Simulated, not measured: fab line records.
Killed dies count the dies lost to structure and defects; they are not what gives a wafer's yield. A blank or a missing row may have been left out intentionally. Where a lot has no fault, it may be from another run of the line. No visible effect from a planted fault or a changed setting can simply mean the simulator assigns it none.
Which tool is to blame?	flow n5_finfet	Sampling: 9 lots, 25 wafers, 6 of 1938 route steps

## WHAT THE GAUGES SHOWED, per wafer
N5_ILD0_THK_MEAS_04. Usual: thk_nm 197.5 nm, standard deviation 0.96.
lot	measured	on	thk_nm (nm)	flag
L487	day 3 22:14	film_metro-01	197.6 198.5 198.4	
L497	day 6 10:19	film_metro-02	197.1 197.0	
L498	day 6 14:34	film_metro-02	199.2 198.9	
L501	day 7 07:25	film_metro-01	198.1 197.9 198.6	
L505	day 8 11:26	film_metro-01	197.9 197.2 198.4	
L506	day 8 18:36	film_metro-01	198.0 197.7 195.9	
L507	day 8 20:39	film_metro-02	198.4 197.3 197.6	
L508	day 9 12:43	film_metro-02	197.6 196.1 196.2	
L509	day 9 15:21	film_metro-01	198.1 197.0 197.2	

N5_BEOL_M4_RC_MEAS_101. Usual: DIBL_N 36.4 mV/V, standard deviation 1.3; DIBL_P 36.5 mV/V, standard deviation 1.7; IOFF_N 0.154 nA/um, standard deviation 0.022; IOFF_P 0.202 nA/um, standard deviation 0.025; ION_N 671 uA/um, standard deviation 9.8; ION_P 460 uA/um, standard deviation 6.8; SS_N 71.6 mV/dec, standard deviation 0.54; SS_P 73.4 mV/dec, standard deviation 0.58; VT_N 250.9 mV, standard deviation 2.8; VT_P -251.4 mV, standard deviation 2.7.
lot	measured	on	DIBL_N (mV/V)	DIBL_P (mV/V)	IOFF_N (nA/um)	IOFF_P (nA/um)	ION_N (uA/um)	ION_P (uA/um)	SS_N (mV/dec)	SS_P (mV/dec)	VT_N (mV)	VT_P (mV)	flag
L487	day 8 04:26	prober-02	37.2 34.8 37.4	35.9 33.7 36.4	0.159 0.124 0.168	0.181 0.161 0.194	682 668 674	449 458 452	73.0 71.3 72.1	73.1 73.1 72.9	252.0 255.4 250.2	-252.2 -252.7 -252.2	
L497	day 10 12:56	prober-02	35.6 36.3	36.0 37.2	0.136 0.152	0.178 0.200	664 668	461 459	71.0 71.6	73.7 73.6	254.1 250.8	-253.2 -250.2	
L498	day 10 14:14	prober-01	35.9 36.0	38.8 38.9	0.157 0.155	0.192 0.192	673 670	458 460	71.7 71.8	73.6 73.2	249.1 251.3	-254.4 -252.9	
L501	day 11 21:14	prober-01	37.2 35.0 36.2	35.4 34.6 35.3	0.176 0.140 0.156	0.210 0.197 0.205	665 667 663	452 457 456	72.6 72.0 71.8	73.9 73.3 73.6	250.9 252.5 250.5	-251.1 -249.8 -248.8	
L505	day 12 18:36	prober-01	35.8 38.0 36.2	35.5 37.1 35.9	0.135 0.161 0.139	0.225 0.260 0.243	662 656 655	466 461 458	70.9 72.7 71.7	73.0 73.9 73.3	253.4 249.9 252.5	-250.0 -247.8 -245.9	
L506	day 13 07:52	prober-01	37.1 37.6 37.2	35.6 37.3 37.7	0.163 0.188 0.193	0.198 0.241 0.248	661 676 687	449 463 469	71.9 71.9 71.4	73.7 74.4 73.6	250.8 244.2 246.1	-252.9 -245.9 -245.7	
L507	day 12 23:37	prober-02	38.7 37.7 38.3	40.7 40.3 41.4	0.203 0.184 0.213	0.250 0.238 0.267	671 675 679	462 457 461	73.0 72.1 72.4	74.1 74.4 73.9	248.8 249.9 248.1	-248.9 -249.7 -247.8	
L508	day 13 22:59	prober-01	34.7 35.0 35.2	34.7 35.3 36.0	0.130 0.134 0.145	0.191 0.199 0.215	662 679 672	459 466 464	71.6 70.6 71.2	72.5 72.7 72.4	253.3 251.0 250.8	-251.2 -248.1 -249.1	
L509	day 13 17:35	prober-01	36.1 37.4 37.3	37.4 38.9 38.9	0.157 0.189 0.187	0.192 0.220 0.211	677 685 669	453 465 455	71.5 71.6 71.8	73.3 74.2 73.7	247.4 245.6 248.7	-252.0 -250.3 -251.6	

## TOOL THAT RAN EACH LOT (tool first, then ch and the chambers of the sampled wafers, then the start)
lot	N5_SD_EPI_P_ETCH_36	N5_SD_EPI_P_ETCH_47	N5_ILD0_ALD_15	N5_ILD0_CMP_12
L487	rie_diel-03 ch 1,2, day 3 15:06	rie_diel-03 ch 1,2, day 3 15:35	ald_sin-02 ch 1,2,3, day 3 23:17	cmp-03 ch 0,2, day 4 01:29
L497	rie_diel-01 ch 1,3, day 6 03:12	rie_diel-01 ch 1,3, day 6 03:42	ald_sin-03 ch 0,1, day 6 12:37	cmp-02 ch 0,3, day 6 13:54
L498	rie_diel-03 ch 2,3, day 6 06:35	rie_diel-03 ch 2,3, day 6 07:04	ald_sin-03 ch 1,3, day 6 15:36	cmp-01 ch 1,2, day 6 17:48
L501	rie_diel-01 ch 1,2,3, day 6 23:05	rie_diel-01 ch 1,2,3, day 6 23:34	ald_sin-04 ch 0,1, day 7 08:28	cmp-03 ch 0,2, day 7 10:41
L505	rie_diel-01 ch 0,2, day 8 03:22	rie_diel-01 ch 0,2, day 8 03:51	ald_sin-02 ch 1,3, day 8 12:28	cmp-02 ch 2,3, day 8 14:43
L506	rie_diel-03 ch 0,1,2, day 8 10:59	rie_diel-03 ch 0,1,2, day 8 11:28	ald_sin-04 ch 1,3, day 8 20:13	cmp-01 ch 0,1,2, day 8 22:25
L507	rie_diel-04 ch 2,3, day 8 12:17	rie_diel-04 ch 2,3, day 8 12:46	ald_sin-02 ch 0,1,3, day 8 21:50	cmp-01 ch 0,1,2, day 9 00:07
L508	rie_diel-04 ch 0,1, day 9 04:38	rie_diel-04 ch 0,1, day 9 05:07	ald_sin-03 ch 0,2,3, day 9 13:46	cmp-02 ch 1,3, day 9 16:00
L509	rie_diel-04 ch 0,1,2, day 9 07:13	rie_diel-04 ch 0,1,2, day 9 07:41	ald_sin-03 ch 0,1,3, day 9 16:24	cmp-02 ch 0,1,2, day 9 18:38
- N5_SD_EPI_P_ETCH_36: etches SiARC in CF4, target depth 45.5 nm, time 75.8 s.
- N5_SD_EPI_P_ETCH_47: etches SiOCN in CH3F/O2, target depth 25 nm.
- N5_ILD0_ALD_15: deposits SiNx, target thk 24 nm, pulse time 1 s, ald cycles 480.
- N5_ILD0_CMP_12: polishes SiNx, stops on poly-Si, t overpolish 6 s, target thk 17.67 nm.

## AS READ BY THE TOOLS THEMSELVES (means over the sampled wafers that have a number; for cases with no such wafer, the mark the record gives instead)
N5_SD_EPI_P_ETCH_36. Usual: drypump_motor_current_A 5.5 A, standard deviation 0.4; etch_rf_on_time_s 74.9 s, standard deviation 1.2; oes_product_au 0.71 a.u., standard deviation 0.081; rf_vpp_V 184.4 V, standard deviation 1.4; showerhead_plenum_p_Torr 2.17 Torr, standard deviation 0.077; throttle_valve_pct 15.60 %, standard deviation 0.24.
lot	tool	drypump_motor_current_A (A)	etch_rf_on_time_s (s)	oes_product_au (a.u.)	rf_vpp_V (V)	showerhead_plenum_p_Torr (Torr)	throttle_valve_pct (%)	flag
L487	rie_diel-03	5.7	74.8	0.79	184.3	2.21	15.51	
L497	rie_diel-01	5.7	73.8	0.78	185.2	2.23	15.27	
L498	rie_diel-03	5.1	76.2	0.73	184.6	2.17	15.73	
L501	rie_diel-01	5.6	75.3	0.70	184.3	2.19	15.47	
L505	rie_diel-01	5.4	76.1	0.64	184.2	2.17	15.70	
L506	rie_diel-03	5.5	75.2	0.68	184.1	2.15	15.74	
L507	rie_diel-04	6.2	76.2	0.60	184.0	2.09	15.78	
L508	rie_diel-04	5.8	75.9	0.62	184.4	2.16	15.70	
L509	rie_diel-04	5.8	76.3	0.62	183.7	2.16	15.70	

N5_SD_EPI_P_ETCH_47. Usual: O2_flow_sccm 20.00 sccm, standard deviation 0.061; drypump_motor_current_A 5.5 A, standard deviation 0.4; oes_f_703_au 0.82 a.u., standard deviation 0.089; oes_product_au 0.82 a.u., standard deviation 0.095; rf_vpp_V 127.6 V, standard deviation 1.4; showerhead_plenum_p_Torr 2.03 Torr, standard deviation 0.076; throttle_valve_pct 16.33 %, standard deviation 0.24.
lot	tool	O2_flow_sccm (sccm)	drypump_motor_current_A (A)	oes_f_703_au (a.u.)	oes_product_au (a.u.)	rf_vpp_V (V)	showerhead_plenum_p_Torr (Torr)	throttle_valve_pct (%)	flag
L487	rie_diel-03	19.97	5.7	0.93	0.92	127.3	2.07	16.25	
L497	rie_diel-01	20.01	5.7	0.90	0.91	128.6	2.08	16.01	
L498	rie_diel-03	19.96	5.1	0.87	0.86	126.5	2.03	16.46	
L501	rie_diel-01	20.02	5.6	0.82	0.83	127.8	2.05	16.18	
L505	rie_diel-01	20.00	5.4	0.75	0.75	126.9	2.03	16.45	
L506	rie_diel-03	19.99	5.5	0.81	0.80	125.8	2.02	16.46	
L507	rie_diel-04	19.96	6.3	0.72	0.70	125.9	1.95	16.52	
L508	rie_diel-04	20.01	5.8	0.71	0.73	128.9	2.02	16.39	
L509	rie_diel-04	20.00	5.8	0.72	0.73	129.0	2.02	16.39	

N5_ILD0_ALD_15. Usual: heater_power_w 911 W, standard deviation 71; precursor_pulse_height_rel 1.001, standard deviation 0.019.
lot	tool	heater_power_w (W)	precursor_pulse_height_rel	flag
L487	ald_sin-02	928	1.000	
L497	ald_sin-03	874	0.984	
L498	ald_sin-03	899	1.020	
L501	ald_sin-04	947	0.994	
L505	ald_sin-02	910	1.002	
L506	ald_sin-04	842	0.987	
L507	ald_sin-02	942	0.999	
L508	ald_sin-03	849	1.005	
L509	ald_sin-03	842	0.993	

N5_ILD0_CMP_12. Usual: motor_current_A 9.1 A, standard deviation 0.93; time_to_endpoint_s 28.7 s, standard deviation 1.7.
lot	tool	motor_current_A (A)	time_to_endpoint_s (s)	flag
L487	cmp-03	9.0	29.8	
L497	cmp-02	8.7	39.2	OFF
L498	cmp-01	10.4	39.5	OFF
L501	cmp-03	9.0	30.0	
L505	cmp-02	8.2	28.5	
L506	cmp-01	9.9	29.8	
L507	cmp-01	9.7	30.2	
L508	cmp-02	10.0	29.3	
L509	cmp-02	9.3	27.6	

## THE ANSWER, worked out from the rows above alone
Rule: a lot counts as off when the mean over its wafers that have a number is more than 3 standard deviations away from the usual mean. Also off: a lot with no number at a reading for which 4 or more lots have one. The other lots that the step has rows for count as sound. The gauges are gone through in route order, then the tools' own readings, and for those a lot's mean is taken as printed above. The first step at which some lot is off is used, and at that step the reading that is off furthest; a lot without a number counts as furthest.
Off, at N5_ILD0_CMP_12 on time_to_endpoint_s: L497, L498.
If a tool, at that step or one of the process steps before it, ran each lot that is off and ran no sound lot following the first of them, it fits. Not one of the candidates tried fits.

## WHAT WAS PUT IN BY THE SIMULATOR
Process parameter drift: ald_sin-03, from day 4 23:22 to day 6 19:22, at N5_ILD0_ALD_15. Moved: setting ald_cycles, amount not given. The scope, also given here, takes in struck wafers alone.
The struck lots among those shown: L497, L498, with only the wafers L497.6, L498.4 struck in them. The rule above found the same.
